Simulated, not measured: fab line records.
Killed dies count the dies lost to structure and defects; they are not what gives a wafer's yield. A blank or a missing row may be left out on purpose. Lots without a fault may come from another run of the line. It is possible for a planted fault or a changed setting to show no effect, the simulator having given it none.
Split-lot trial || flow n5Finfet || route with 1938 steps; 7 lots, 21 wafers read

== THE SPLIT ITSELF ==
At N5_BEOL_M8_PECVD_70 (deposits SiO2 from TEOS/O2, target thk 20 nm, time 22.7 s), the setting tempC was moved away from the recipe's 400 C on 4 of the 21 wafers read, by -3.2% to -2.7%. This setting was run at the recipe's value on the other wafers.

The reading is taken at the split's own step.

== THE READING ==
SiO2_of_BEOL_M8_PECVD_70.thkNm (the simulator's own value, which no gauge read), in nm, at N5_BEOL_M8_PECVD_70 (deposits SiO2 from TEOS/O2, target thk 20 nm, time 22.7 s). The file does not state a usual value for it. Across the 17 wafers here that went through the recipe, the average is 20.1 nm and the standard deviation 0.22 nm.

{"wafer": "L075.1", "tool, chamber at the split": "pecvd-04, 0,2,1", "tempC as run, C": 400, "against the recipe": "recipe", "SiO2_of_BEOL_M8_PECVD_70.thkNm, nm": 20, "against lot-mates on the recipe": "-"}
{"wafer": "L075.2", "tool, chamber at the split": "pecvd-04, 0,2,1", "tempC as run, C": 400, "against the recipe": "recipe", "SiO2_of_BEOL_M8_PECVD_70.thkNm, nm": 20, "against lot-mates on the recipe": "-"}
{"wafer": "L075.3", "tool, chamber at the split": "pecvd-04, 0,2,1", "tempC as run, C": 400, "against the recipe": "recipe", "SiO2_of_BEOL_M8_PECVD_70.thkNm, nm": 20, "against lot-mates on the recipe": "-"}
{"wafer": "L076.1", "tool, chamber at the split": "pecvd-02, 2", "tempC as run, C": 400, "against the recipe": "recipe", "SiO2_of_BEOL_M8_PECVD_70.thkNm, nm": 20, "against lot-mates on the recipe": "-"}
{"wafer": "L076.2", "tool, chamber at the split": "pecvd-02, 1", "tempC as run, C": 400, "against the recipe": "recipe", "SiO2_of_BEOL_M8_PECVD_70.thkNm, nm": 19.8, "against lot-mates on the recipe": "-"}
{"wafer": "L076.6", "tool, chamber at the split": "pecvd-02, 0", "tempC as run, C": 400, "against the recipe": "recipe", "SiO2_of_BEOL_M8_PECVD_70.thkNm, nm": 20.2, "against lot-mates on the recipe": "-"}
{"wafer": "L077.4", "tool, chamber at the split": "pecvd-02, 0,2", "tempC as run, C": 400, "against the recipe": "recipe", "SiO2_of_BEOL_M8_PECVD_70.thkNm, nm": 20.4, "against lot-mates on the recipe": "-"}
{"wafer": "L077.6", "tool, chamber at the split": "pecvd-02, 0,2", "tempC as run, C": 400, "against the recipe": "recipe", "SiO2_of_BEOL_M8_PECVD_70.thkNm, nm": 20.4, "against lot-mates on the recipe": "-"}
{"wafer": "L077.5", "tool, chamber at the split": "pecvd-02, 1", "tempC as run, C": 400, "against the recipe": "recipe", "SiO2_of_BEOL_M8_PECVD_70.thkNm, nm": 20.2, "against lot-mates on the recipe": "-"}
{"wafer": "L080.1", "tool, chamber at the split": "pecvd-03, 0", "tempC as run, C": 400, "against the recipe": "recipe", "SiO2_of_BEOL_M8_PECVD_70.thkNm, nm": 20, "against lot-mates on the recipe": "-"}
{"wafer": "L080.5", "tool, chamber at the split": "pecvd-03, 0,1", "tempC as run, C": 400, "against the recipe": "recipe", "SiO2_of_BEOL_M8_PECVD_70.thkNm, nm": 20.4, "against lot-mates on the recipe": "-"}
{"wafer": "L080.6", "tool, chamber at the split": "pecvd-03, 0,1", "tempC as run, C": 400, "against the recipe": "recipe", "SiO2_of_BEOL_M8_PECVD_70.thkNm, nm": 20.4, "against lot-mates on the recipe": "-"}
{"wafer": "L085.1", "tool, chamber at the split": "pecvd-03, 0,2", "tempC as run, C": 387.1, "against the recipe": "-3.2%", "SiO2_of_BEOL_M8_PECVD_70.thkNm, nm": 21.6, "against lot-mates on the recipe": "+1.8"}
{"wafer": "L085.5", "tool, chamber at the split": "pecvd-03, 0,2", "tempC as run, C": 387.1, "against the recipe": "-3.2%", "SiO2_of_BEOL_M8_PECVD_70.thkNm, nm": 21.6, "against lot-mates on the recipe": "+1.8"}
{"wafer": "L085.2", "tool, chamber at the split": "pecvd-03, 2", "tempC as run, C": 400, "against the recipe": "recipe", "SiO2_of_BEOL_M8_PECVD_70.thkNm, nm": 19.8, "against lot-mates on the recipe": "-"}
{"wafer": "L095.1", "tool, chamber at the split": "pecvd-03, 1", "tempC as run, C": 400, "against the recipe": "recipe", "SiO2_of_BEOL_M8_PECVD_70.thkNm, nm": 19.8, "against lot-mates on the recipe": "-"}
{"wafer": "L095.3", "tool, chamber at the split": "pecvd-03, 2", "tempC as run, C": 389.3, "against the recipe": "-2.7%", "SiO2_of_BEOL_M8_PECVD_70.thkNm, nm": 21.4, "against lot-mates on the recipe": "+1.4"}
{"wafer": "L095.6", "tool, chamber at the split": "pecvd-03, 1", "tempC as run, C": 400, "against the recipe": "recipe", "SiO2_of_BEOL_M8_PECVD_70.thkNm, nm": 20.2, "against lot-mates on the recipe": "-"}
{"wafer": "L096.1", "tool, chamber at the split": "pecvd-02, 2", "tempC as run, C": 388.6, "against the recipe": "-2.8%", "SiO2_of_BEOL_M8_PECVD_70.thkNm, nm": 21.4, "against lot-mates on the recipe": "+1.1"}
{"wafer": "L096.4", "tool, chamber at the split": "pecvd-02, 0", "tempC as run, C": 400, "against the recipe": "recipe", "SiO2_of_BEOL_M8_PECVD_70.thkNm, nm": 20.4, "against lot-mates on the recipe": "-"}
{"wafer": "L096.6", "tool, chamber at the split": "pecvd-02, 2", "tempC as run, C": 400, "against the recipe": "recipe", "SiO2_of_BEOL_M8_PECVD_70.thkNm, nm": 20.2, "against lot-mates on the recipe": "-"}
The file does not say which wafer passed through which chamber wherever a row lists several chambers: such a row stands for several wafers.

THE FIT
A straight line over all 21 wafers: SiO2_of_BEOL_M8_PECVD_70.thkNm changes by -0.457 nm for each +1% of tempC; r = -0.94; the points scatter about the line by 0.21 nm.
The same after taking each lot's own level away (the mean of its wafers on the recipe; 21 wafers): -0.513 nm for each +1%; r = -0.97; scatter 0.16 nm.
On that fit, the largest move of tempC shifts the reading by 1.7 nm.
The span of the lots' own levels, 19.80 to 20.33 nm, comes to 2.5 times the standard deviation stated above.
Thus the slope moves with the lot-to-lot level: the two fits are different.
Check: for one of the wafers moved furthest among these (-3.2%), held out of the fit, the line's prediction against its lot-mates is +1.59 nm. It came out at +1.8 nm against them.

== ADDITIONAL SPLITS CARRIED BY THESE WAFERS ==
Note: prior to the reading, these wafers also went through further splits. Each is held against what the fit with the lots' levels taken away leaves over:
{"other split on the same wafers": "N5_BEOL_M1_COAT_05 spinRpm", "wafers away from the commonest value": 7, "r with SiO2_of_BEOL_M8_PECVD_70.thkNm (lot level and that fit taken away)": "+0.13"}
{"other split on the same wafers": "N5_BEOL_M3_COAT_05 spinRpm", "wafers away from the commonest value": 6, "r with SiO2_of_BEOL_M8_PECVD_70.thkNm (lot level and that fit taken away)": "+0.28"}
{"other split on the same wafers": "N5_BEOL_M4_TRENCH_ETCH_37 sourceW", "wafers away from the commonest value": 8, "r with SiO2_of_BEOL_M8_PECVD_70.thkNm (lot level and that fit taken away)": "+0.26"}
{"other split on the same wafers": "N5_BEOL_M5_COAT_05 spinRpm", "wafers away from the commonest value": 5, "r with SiO2_of_BEOL_M8_PECVD_70.thkNm (lot level and that fit taken away)": -0.18}
{"other split on the same wafers": "N5_BEOL_M6_ETCH_66 biasW", "wafers away from the commonest value": 11, "r with SiO2_of_BEOL_M8_PECVD_70.thkNm (lot level and that fit taken away)": -0.03}
{"other split on the same wafers": "N5_BEOL_M6_TRENCH_ETCH_37 biasW", "wafers away from the commonest value": 2, "r with SiO2_of_BEOL_M8_PECVD_70.thkNm (lot level and that fit taken away)": "+0.15"}
{"other split on the same wafers": "N5_BEOL_M7_COAT_71 spinRpm", "wafers away from the commonest value": 9, "r with SiO2_of_BEOL_M8_PECVD_70.thkNm (lot level and that fit taken away)": "+0.26"}
{"other split on the same wafers": "N5_BEOL_M7_COAT_22 spinRpm", "wafers away from the commonest value": 9, "r with SiO2_of_BEOL_M8_PECVD_70.thkNm (lot level and that fit taken away)": -0.08}

== FILE'S OWN FIT ==
SiO2_of_BEOL_M8_PECVD_70.thkNm changes by -0.494 nm for each +1% of tempC, r = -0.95.
